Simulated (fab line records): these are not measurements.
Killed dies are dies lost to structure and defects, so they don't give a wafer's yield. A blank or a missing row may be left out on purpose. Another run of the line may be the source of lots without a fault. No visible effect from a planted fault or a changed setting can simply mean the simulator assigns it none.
fab line records | flow n5_finfet
[record] lots = 9 wafers = 27 last_day = 17
route steps=1938 shown BEOL_M4@1111 BEOL_M12@1639 PASSIVATION@1936
lots untouched by any fault: they come from a run of this same line in which no faults occurred
start_h: start of the lot's first displayed wafer, in hours after the record's first day | wait_h: hours elapsed since this lot's preceding step | " the same as in the row above | L1.1+2: one row covering several wafers at once | - either no value or no given start | * or withheld: withheld | < > ~ a bound
route shown NAME@n: NAME is a module with steps in the file, n the number in the route of the first one | usual: average and standard deviation across the fault-free wafers | same: alike in all rows | chamber/n: place in a boat | sites: each site's reading | _std_site: their standard deviation | _edge_site: inner sites' mean taken away from outer sites' mean | radius_mm: for every site, how far away it sits from the centre of the wafer | mask NAME#n: copy n | behind: the tool/chamber that last shaped the wafer | hold: reason for holding the lot/hours on hold/outcome of the hold | device: the transistor (n, p or np) that didn't switch | end of line: at the end of the route, the tests of the same wafers | where a step has no rows: the recipe by itself | killed: at the first sort, the dies lost to defects and structure; wafer yield is something else | map: a wafer's dies, marking killed ones x, the rest . and places with no die _
set.NAME: the run value of the setting; set.NAME@STEP: its run value at that earlier step | model.NAME: the simulator's own value behind a step, which no gauge read
steps of the route over a sample of lots; a table a step, a row a wafer
services: from which hour (start_h, from the record's first day; less than 0 if before it) a tool's chamber was out of use, for how many hours, and why
[[steps]]
[step N5_BEOL_M4_RC_MEAS_101]
[usual] DIBL_N = 36.5/1.4 DIBL_P = 36.6/1.6 IOFF_N = 0.160/0.024 IOFF_P = 0.217/0.029 ION_N = 674/8.7 ION_P = 464/6.5 SS_N = 71.6/0.47 SS_P = 73.4/0.57 VT_N = 250.0/2.5 VT_P = -250/3.1
// columns lot.wafer tool chamber start_h wait_h DIBL_N[mV/V] DIBL_P[mV/V] IOFF_N[nA/um] IOFF_P[nA/um] ION_N[uA/um] ION_P[uA/um] SS_N[mV/dec] SS_P[mV/dec] VT_N[mV] VT_P[mV]
L115.1 prober-02 0 174.07 0.0 34.3 35.8 0.140 0.193 663 465 71.6 72.8 250.5 -251
L115.2 " 0 " " 35.2 36.7 0.143 0.203 666 461 71.8 72.6 251.5 -251
L115.5 " 0 " " 35.5 36.3 0.152 0.208 671 462 71.7 73.3 249.1 -249
L117.3 prober-02 0 193.68 0.3 34.9 35.5 0.155 0.228 680 471 71.6 73.5 249.3 -249
L117.5 " 0 " " 33.5 33.6 0.128 0.191 667 466 71.3 72.9 252.2 -252
L117.6 " 0 " " 35.1 36.0 0.159 0.224 687 471 72.0 73.1 249.7 -247
L120.2 prober-01 0 212.97 0.2 36.2 36.6 0.161 0.244 670 472 71.7 74.0 248.0 -245
L120.5 " 0 " " 35.4 34.5 0.140 0.202 670 462 71.5 72.5 250.6 -246
L120.6 " 0 " " 36.4 37.0 0.168 0.238 679 470 71.6 73.5 248.6 -246
L121.1 prober-01 0 216.01 0.0 38.3 38.1 0.188 0.269 683 473 71.7 74.7 248.0 -245
L121.2 " 0 " " 35.9 33.7 0.130 0.193 663 467 71.6 72.2 253.9 -249
L121.3 " 0 " " 37.5 36.4 0.166 0.238 663 462 72.2 73.8 250.4 -250
L122.1 prober-01 0 227.21 0.0 36.3 37.3 0.169 0.261 678 474 71.1 74.2 248.6 -245
L122.3 " 0 " " 37.1 37.9 0.187 0.267 673 474 72.0 73.4 245.1 -243
L122.5 " 0 " " 36.9 37.7 0.176 0.256 689 474 71.9 73.4 248.4 -244
L127.1 prober-01 0 257.45 0.0 36.7 37.3 0.152 0.193 677 458 72.3 73.5 249.6 -254
L127.4 " 0 " " 36.7 37.1 0.151 0.202 673 455 71.3 74.2 251.6 -253
L127.5 " 0 " " 37.4 37.0 0.160 0.198 665 454 71.6 73.4 251.6 -254
L132.4 prober-01 0 278.41 0.5 36.7 38.8 0.167 0.226 666 463 72.0 74.2 249.4 -253
L132.5 " 0 " " 36.8 39.0 0.173 0.231 669 459 71.6 73.8 250.7 -250
L132.6 " 0 " " 35.0 36.9 0.146 0.194 672 460 71.7 73.3 250.6 -252
L135.1 prober-01 0 286.38 0.0 35.9 35.8 0.153 0.224 681 465 71.5 73.0 249.2 -249
L135.2 " 0 " " 34.7 34.1 0.133 0.208 670 466 70.7 73.3 252.9 -246
L135.3 " 0 " " 35.5 34.8 0.139 0.221 662 465 71.4 73.3 250.5 -246
L137.1 prober-02 0 304.14 0.0 37.0 36.3 0.169 0.218 677 459 72.2 72.9 249.2 -251
L137.3 " 0 " " 36.4 36.3 0.166 0.213 682 464 71.4 74.0 247.6 -252
L137.6 " 0 " " 36.7 36.4 0.173 0.222 680 464 72.0 73.8 247.2 -249
[step N5_BEOL_M12_TRENCH_ETCH_34]
[recipe] chemistry = C4F8/O2/Ar target = SiOC target_depth_a = 3189.5 mask_material = SOC pressure_mtorr = 30 source_w = 3000 bias_w = 700 Ar_flow_sccm = 400 C4F8_flow_sccm = 15 O2_flow_sccm = 8 he_inner_torr = 15 he_outer_torr = 30 time_s = 125.5 ion_energy_ev = 250
[usual] C4F8_flow_sccm = 15.00/0.042 O2_flow_sccm = 8.003/0.023 drypump_motor_current_A = 5.7/0.46 he_outer_torr = 30.00/0.062 oes_product_au = 0.79/0.08 rf_vpp_V = 666/3.5 showerhead_plenum_p_Torr = 3.45/0.12 throttle_valve_pct = 24.20/0.22
// columns lot.wafer tool chamber start_h wait_h C4F8_flow_sccm O2_flow_sccm drypump_motor_current_A he_outer_torr oes_product_au rf_hours_counter_h rf_vpp_V showerhead_plenum_p_Torr throttle_valve_pct
L115.1 rie_diel-01 0 246.97 0.0 14.98 7.993 5.6 29.97 0.72 208 662 3.27 24.50
L115.2 " 1 " " 15.03 7.985 5.6 30.16 0.81 82 670 3.58 24.00
L115.5 " 0 " " 15.01 8.028 5.6 29.95 0.72 - 660 3.27 24.51
L117.3 rie_diel-01 1 254.58 0.1 14.99 8.026 5.6 30.11 0.81 - 671 3.58 24.02
L117.5 " 1 " " 15.04 7.968 5.6 30.09 0.80 - 670 3.58 23.99
L117.6 " 0 " " 14.91 7.988 5.6 30.02 0.71 - 661 3.27 24.52
L120.2 rie_diel-02 3 277.90 0.0 14.97 8.034 5.9 30.01 0.73 165 661 3.29 24.08
L120.5 " 0 " " 14.99 8.013 5.5 29.95 0.90 - 670 3.62 23.90
L120.6 " 2 " " 15.05 8.005 6.2 30.06 0.75 - 670 3.56 24.12
L121.1 rie_diel-06 0 280.33 0.0 15.03 8.009 5.8 30.01 0.85 60 663 3.32 24.02
L121.2 " 3 " " 14.93 7.965 6.4 29.96 0.74 168 666 3.40 24.51
L121.3 " 2 " " 15.06 8.039 5.4 30.03 0.71 213 668 3.51 24.60
L122.1 rie_diel-01 2 285.33 0.0 15.00 8.023 5.0 30.04 0.96 5 668 3.49 24.20
L122.3 " 3 " " 15.00 8.021 6.2 30.02 0.73 171 669 3.53 24.18
L122.5 " 2 " " 14.92 8.007 5.0 30.10 0.96 - 667 3.49 24.22
L127.1 rie_diel-06 3 323.37 0.0 14.97 8.022 6.4 30.04 0.72 186 665 3.39 24.53
L127.4 " 0 " " 15.08 8.007 5.7 29.96 0.84 77 662 3.32 24.04
L127.5 " 2 " " 15.02 8.002 5.4 29.99 0.69 - 668 3.50 24.61
L132.4 rie_diel-06 3 337.16 0.0 15.03 7.966 6.4 30.00 0.72 191 664 3.39 24.55
L132.5 " 0 " " 15.00 7.975 5.8 29.95 0.82 - 663 3.31 24.04
L132.6 " 1 " " 14.97 8.001 5.0 30.07 0.83 - 664 3.33 24.12
L135.1 rie_diel-01 3 345.83 0.0 14.94 7.978 6.2 29.99 0.72 192 669 3.52 24.20
L135.2 " 1 " " 15.02 8.021 5.6 30.01 0.76 122 670 3.56 24.06
L135.3 " 0 " " 15.03 7.992 5.7 30.07 0.68 250 659 3.25 24.56
L137.1 rie_diel-01 3 371.48 0.0 15.05 8.003 6.2 30.08 0.72 203 669 3.51 24.21
L137.3 " 2 " " 15.00 7.981 5.0 29.99 0.89 38 667 3.48 24.28
L137.6 " 1 " " 14.98 8.049 5.6 29.91 0.77 - 670 3.56 24.08
[step N5_BEOL_M12_OCD_MEAS_35]
[usual] trench_depth_nm = 319/4.2
// columns lot.wafer tool chamber start_h wait_h trench_depth_nm
L115.1 ocd-01 - 247.13 0.0 313
L115.2 " - " " 317
L115.5 " - " " 313
L117.3 ocd-01 - 254.75 0.0 317
L117.5 " - " " 319
L117.6 " - " " 311
L120.2 ocd-01 - 278.05 0.0 316
L120.5 " - " " 322
L120.6 " - " " 318
L121.1 ocd-01 - 280.49 0.0 326
L121.2 " - " " 319
L121.3 " - " " 319
L122.1 ocd-02 - 285.49 0.0 324
L122.3 " - " " 318
L122.5 " - " " 321
L127.1 ocd-01 - 323.53 0.0 320
L127.4 " - " " 325
L127.5 " - " " 315
L132.4 ocd-01 - 337.32 0.0 317
L132.5 " - " " 319
L132.6 " - " " 319
L135.1 ocd-01 - 345.99 0.0 318
L135.2 " - " " 314
L135.3 " - " " 311
L137.1 ocd-01 - 371.64 0.0 321
L137.3 " - " " 327
L137.6 " - " " 317
[step N5_BEOL_M12_STRIP_37]
[recipe] chemistry = N2/H2 power_w = 1000 temp_c = 250 h2_frac = 0.65 overash_fraction = 0.3 pressure_mtorr = withheld n2_flow_sccm = 1750 h2_flow_sccm = 3250
[usual] drypump_motor_current_A = 5.9/0.47 h2_flow_sccm = 3249/9.4 heater_power_w = 323/30 oes_product_au = 0.789/0.009
// columns lot.wafer tool chamber start_h wait_h drypump_motor_current_A h2_flow_sccm heater_power_w oes_product_au rf_hours_counter_h
L115.1 plasma_asher-01 0 247.17 0.0 6.6 3251 286 0.789 65
L115.2 " 1 " " 5.8 3249 316 0.790 65
L115.5 " 0 " " 6.6 3236 279 0.792 -
L117.3 plasma_asher-02 0 254.80 0.1 5.9 3255 328 0.775 -
L117.5 " 1 " " 5.3 3244 372 0.789 -
L117.6 " 0 " " 5.9 3246 318 0.787 -
L120.2 plasma_asher-01 0 278.09 0.0 6.6 3227 275 0.785 71
L120.5 " 0 " " 6.6 3240 270 0.776 -
L120.6 " 1 " " 5.8 3257 330 0.786 -
L121.1 plasma_asher-01 1 280.53 0.0 5.8 3255 333 0.812 72
L121.2 " 0 " " 6.6 3246 283 0.797 72
L121.3 " 1 " " 5.8 3255 336 0.793 -
L122.1 plasma_asher-02 1 285.53 0.0 5.3 3239 363 0.792 133
L122.3 " 1 " " 5.3 3246 365 0.803 -
L122.5 " 1 " " 5.3 3246 369 0.783 -
L127.1 plasma_asher-01 0 323.57 0.0 6.6 3249 275 0.788 79
L127.4 " 1 " " 5.8 3258 325 0.787 -
L127.5 " 1 " " 5.8 3245 334 0.772 -
L132.4 plasma_asher-02 0 337.37 0.1 5.9 3247 323 0.788 -
L132.5 " 1 " " 5.3 3250 354 0.782 -
L132.6 " 0 " " 5.9 3263 324 0.799 -
L135.1 plasma_asher-01 1 346.03 0.0 5.8 3249 327 0.784 86
L135.2 " 0 " " 6.6 3252 277 0.796 86
L135.3 " 1 " " 5.8 3251 325 0.789 -
L137.1 plasma_asher-02 0 371.68 0.0 5.9 3229 326 0.809 149
L137.3 " 1 " " 5.3 3247 363 0.789 -
L137.6 " 1 " " 5.3 3252 362 0.785 -
[step N5_BEOL_M12_ETCH_38]
[recipe] chemistry = CF4/N2 target = SiCN target_depth_a = 687 taper_deg = 2 time_s = 73.4 ion_energy_ev = 150 mask_material = SiO2 pressure_mtorr = 40 source_w = 430 bias_w = 70 Ar_flow_sccm = 100 cf4_flow_sccm = 60 n2_flow_sccm = 60
[usual] bias_w = 70.02/0.2 cf4_flow_sccm = 60.02/0.17 drypump_motor_current_A = 5.7/0.45 oes_product_au = 0.78/0.079 rf_vpp_V = 382.5/1.9 showerhead_plenum_p_Torr = 2.21/0.073 throttle_valve_pct = 15.51/0.26
// columns lot.wafer tool chamber start_h wait_h bias_w cf4_flow_sccm drypump_motor_current_A oes_product_au rf_hours_counter_h rf_vpp_V showerhead_plenum_p_Torr throttle_valve_pct
L115.1 rie_diel-06 0 247.53 - 69.81 60.01 5.7 0.89 45 380.2 2.15 15.23
L115.2 " 2 " " 70.19 59.83 5.4 0.72 198 383.2 2.27 15.85
L115.5 " 3 " " 70.25 60.09 6.4 0.75 - 382.8 2.21 15.74
L117.3 rie_diel-06 2 256.42 - 70.00 60.15 5.4 0.72 202 384.1 2.27 15.86
L117.5 " 2 " " 70.35 59.98 5.4 0.73 - 384.3 2.27 15.85
L117.6 " 0 " " 69.83 60.04 5.7 0.87 - 381.0 2.15 15.23
L120.2 rie_diel-01 0 278.65 - 70.30 59.88 5.6 0.70 226 379.7 2.10 15.76
L120.5 " 3 " " 69.81 59.93 6.2 0.74 - 383.6 2.29 15.50
L120.6 " 0 " " 69.97 59.90 5.6 0.69 - 380.9 2.10 15.76
L121.1 rie_diel-01 0 282.28 - 69.79 59.95 5.6 0.70 227 381.1 2.10 15.78
L121.2 " 2 " " 70.12 60.16 5.0 0.97 5 384.1 2.26 15.36
L121.3 " 1 " " 70.25 59.82 5.6 0.80 99 384.3 2.31 15.32
L122.1 rie_diel-06 0 285.84 - 70.21 60.09 5.8 0.85 62 380.4 2.15 15.26
L122.3 " 2 " " 69.96 60.39 5.5 0.71 215 384.3 2.27 15.88
L122.5 " 0 " " 70.14 60.09 5.7 0.86 - 380.4 2.15 15.25
L127.1 rie_diel-01 3 325.73 - 70.14 60.06 6.2 0.73 184 384.5 2.28 15.53
L127.4 " 2 " " 70.14 60.03 5.0 0.93 20 383.4 2.25 15.39
L127.5 " 2 " " 70.19 59.98 5.0 0.93 - 383.5 2.25 15.39
L132.4 rie_diel-01 2 337.94 - - - - - - - - -
L132.5 " 3 " " - - - - - - - -
L132.6 " 2 " " - - - - - - - -
L135.1 rie_diel-06 3 346.11 - - - - - - - - -
L135.2 " 0 " " - - - - - - - -
L135.3 " 1 " " - - - - - - - -
L137.1 rie_diel-06 2 371.95 - 70.30 59.89 5.4 0.69 249 382.3 2.26 15.95
L137.3 " 0 " " 69.96 59.92 5.7 0.81 94 381.7 2.14 15.33
L137.6 " 0 " " 70.04 60.38 5.7 0.81 - 381.0 2.14 15.33
[step N5_PASSIVATION_PROBE_49]
[usual] defect_limited_yield = 91.2/1.4 killed_at_M0_to_M3 = 34/9.4 killed_at_M4_up = 13/5.8 killed_at_contacts = 13/6.4 killed_at_front_end = 41/11 killed_at_other = 3.1/2.3 killed_dies = 103/16 killed_on_rim = 13/3.4 killed_open = 69/12 killed_short = 33/7.8 sort_bin_5_function = 5.1/0.91 sort_bin_6_memory = 3.3/0.63 sort_n_pass = 1077/16 sort_yield_pct = 91.2/1.4
[same] gross_dies = 1180 killed_at_back_side = 0 sort_bin_4_leakage[%] = 0 sort_bin_8_speed[%] = 0
// columns lot.wafer tool chamber start_h wait_h defect_limited_yield[%] killed_at_M0_to_M3 killed_at_M4_up killed_at_contacts killed_at_front_end killed_at_other killed_dies killed_on_rim killed_open killed_short sort_bin_5_function[%] sort_bin_6_memory[%] sort_n_pass sort_yield_pct[%]
L120.2 prober-02 - 312.64 0.1 91.6 35 19 8 36 1 99 11 74 25 4.5 3.6 1081 91.6
L120.5 prober-02 - 312.79 0.2 91.2 32 5 13 52 2 104 6 78 26 4.9 3.8 1076 91.2
L120.6 prober-02 - 312.84 0.3 89.0 36 18 19 51 6 130 20 86 44 6.8 4.0 1050 89.0
L122.1 prober-01 - 320.35 0.0 89.9 35 6 15 55 8 119 18 89 30 5.8 4.2 1061 89.9
L122.3 prober-01 - 320.45 0.1 90.6 45 5 6 52 3 111 15 79 32 5.5 3.4 1069 90.6
L122.5 prober-01 - 320.55 0.2 92.3 37 7 13 33 1 91 8 70 20 4.7 3.0 1089 92.3
L132.4 prober-01 - 374.17 0.2 0 40 1113 4 16 7 1180 152 48 25 98.0 1.9 0 0
L132.5 prober-01 - 374.22 0.2 0 29 1113 13 25 0 1180 152 56 24 97.1 2.5 0 0
L132.6 prober-01 - 374.27 0.3 0 33 1122 4 16 5 1180 152 48 19 97.5 2.4 0 0
L135.1 prober-01 - 380.03 0.0 0 25 1086 12 53 4 1180 152 76 35 96.1 3.3 0 0
L135.2 prober-01 - 380.08 0.1 0 25 1095 7 50 3 1180 152 69 36 96.6 3.1 0 0
L135.3 prober-01 - 380.13 0.1 0 44 1049 12 69 6 1180 152 88 48 95.0 4.5 0 0
// killed by level:class
L120.2 FIN_SAQP:geometric_particle:open=12 BEOL_M3:geometric_particle:open=9 BEOL_M0_SAQP:geometric_particle:short=8 BEOL_M4:geometric_particle:open=8 STI_FIN_REVEAL:geometric_particle:open=7 MOL_CONTACT_COAG:geometric_particle:open=7 BEOL_M1:geometric_particle:open=5 BEOL_M2:geometric_particle:open=5
L120.5 FIN_SAQP:geometric_particle:open=18 STI_FIN_REVEAL:geometric_particle:open=14 BEOL_M2:geometric_particle:open=13 MOL_CONTACT_COAG:geometric_particle:open=11 FIN_SAQP:geometric_particle:short=6 BEOL_M0_SAQP:geometric_particle:open=6 BEOL_M0_SAQP:geometric_particle:short=4 BEOL_M4:geometric_particle:open=4
L120.6 FIN_SAQP:geometric_particle:open=14 MOL_CONTACT_COAG:geometric_particle:open=14 FIN_SAQP:geometric_particle:short=13 BEOL_M4:geometric_particle:open=10 STI_FIN_REVEAL:geometric_particle:open=9 BEOL_M3:geometric_particle:open=8 BEOL_M1:geometric_particle:open=7 BEOL_M0_SAQP:geometric_particle:short=6
L122.1 FIN_SAQP:geometric_particle:open=15 MOL_CONTACT_COAG:geometric_particle:open=11 BEOL_M2:geometric_particle:open=11 STI_FIN_REVEAL:geometric_particle:open=9 DUMMY_GATE:geometric_particle:open=8 BEOL_M0_SAQP:geometric_particle:open=8 FIN_SAQP:geometric_particle:short=7 GATE_CUT:geometric_particle:short=5
L122.3 BEOL_M1:geometric_particle:open=12 FIN_SAQP:geometric_particle:short=11 STI_FIN_REVEAL:geometric_particle:open=11 BEOL_M2:geometric_particle:open=11 FIN_SAQP:geometric_particle:open=10 BEOL_M0_SAQP:geometric_particle:open=7 BEOL_M0_SAQP:geometric_particle:short=5 MOL_CONTACT_COAG:geometric_particle:open=5
L122.5 MOL_CONTACT_COAG:geometric_particle:open=11 BEOL_M2:geometric_particle:open=11 STI_FIN_REVEAL:geometric_particle:open=10 FIN_SAQP:geometric_particle:open=6 BEOL_M0_SAQP:geometric_particle:open=6 BEOL_M1:geometric_particle:open=6 BEOL_M3:geometric_particle:open=4 GATE_CUT:geometric_particle:open=4
L132.4 BEOL_M12:area_etch=1106 BEOL_M3:geometric_particle:open=14 BEOL_M0_SAQP:geometric_particle:short=10 BEOL_M0_SAQP:geometric_particle:open=7 PASS1_CAP:geometric_particle:open=4 STARTING-WAFER:geometric_particle:open=4 DUMMY_GATE:geometric_particle:open=3 MOL_CONTACT_COAG:geometric_particle:open=3
L132.5 BEOL_M12:area_etch=1099 MOL_CONTACT_COAG:geometric_particle:open=10 BEOL_M3:geometric_particle:open=10 ILD0:geometric_particle:open=5 BEOL_M1:geometric_particle:open=4 BEOL_M3:geometric_particle:short=4 FIN_SAQP:geometric_particle:open=3 ILD0:geometric_particle:short=3
L132.6 BEOL_M12:area_etch=1111 BEOL_M3:geometric_particle:open=12 BEOL_M4:geometric_particle:open=7 BEOL_M2:geometric_particle:open=5 BEOL_M2:geometric_particle:short=4 BEOL_M3:geometric_particle:short=4 FIN_SAQP:geometric_particle:open=3 MOL_CONTACT_COAG:geometric_particle:open=3
L135.1 BEOL_M12:area_etch=1068 STI_FIN_REVEAL:geometric_particle:open=14 FIN_SAQP:geometric_particle:short=11 MOL_CONTACT_COAG:geometric_particle:open=11 FIN_SAQP:geometric_particle:open=10 BEOL_M4:geometric_particle:open=8 BEOL_M0_SAQP:geometric_particle:open=6 BEOL_M3:geometric_particle:open=6
L135.2 BEOL_M12:area_etch=1075 FIN_SAQP:geometric_particle:open=13 FIN_SAQP:geometric_particle:short=12 BEOL_M0_SAQP:geometric_particle:open=8 STI_FIN_REVEAL:geometric_particle:open=7 GATE_CUT:geometric_particle:short=6 MOL_CONTACT_COAG:geometric_particle:open=6 BEOL_M0_SAQP:geometric_particle:short=6
L135.3 BEOL_M12:area_etch=1042 STI_FIN_REVEAL:geometric_particle:open=15 FIN_SAQP:geometric_particle:short=14 FIN_SAQP:geometric_particle:open=14 BEOL_M0_SAQP:geometric_particle:short=10 MOL_CONTACT_COAG:geometric_particle:open=9 BEOL_M0_SAQP:geometric_particle:open=9 BEOL_M2:geometric_particle:open=9
[[services]]
// columns tool chamber start_h hours kind
rie_diel-01 2 231.57 - clean
rie_diel-01 2 231.57 - consumable_replace:focus_ring
rie_diel-01 2 231.57 32.8 scheduled_down
rie_diel-01 2 231.57 32.8 vent_cycle
rie_diel-02 - 241.53 15.6 pm
rie_diel-06 1 266.28 23.2 repair
rie_diel-02 1 277.02 - clean
rie_diel-02 1 277.02 - consumable_replace:focus_ring
rie_diel-02 1 277.02 15.9 scheduled_down
rie_diel-02 1 277.02 15.9 vent_cycle
plasma_asher-02 - 300.94 4.3 pm
plasma_asher-01 - 308.79 9.2 repair
plasma_asher-02 - 328.43 4.1 repair
rie_diel-01 0 346.38 - clean
rie_diel-01 0 346.38 - consumable_replace:focus_ring
rie_diel-01 0 346.38 26.3 scheduled_down
rie_diel-01 0 346.38 26.3 vent_cycle
rie_diel-06 3 353.66 29.7 repair
rie_diel-06 1 363.58 4.0 repair
[[key]]
[first_sign] step = N5_BEOL_M12_ETCH_38 reading = tool_record direction = missing
[effect] step = N5_PASSIVATION_PROBE_49 reading = killed_at_M4_up direction = up sigmas = 99+ usual = 13 struck = 1096
[more_kills_born_at] N5_BEOL_M12_ETCH_38@rie_diel-01 = 3316 N5_BEOL_M12_ETCH_38@rie_diel-06 = 3185
met_at N5_BEOL_M12_ETCH_38
struck_lots L132,L135
later_rows_left_out L132.4,L132.5,L132.6,L135.1,L135.2,L135.3
not_acting_at N5_BEOL_M12_TRENCH_ETCH_34,N5_BEOL_M12_OCD_MEAS_35,N5_BEOL_M12_STRIP_37
onset_between 325.73 337.94
[fault] kind = skipped_step_whole tool = rie_diel-01,rie_diel-06 chamber = - onset_h = 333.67 steps = N5_BEOL_M12_ETCH_38 scope = struck_lots_only
// later_rows_left_out: the simulator's readings of these wafers behind a module that went badly wrong aren't trusted and aren't shown, but for the sort
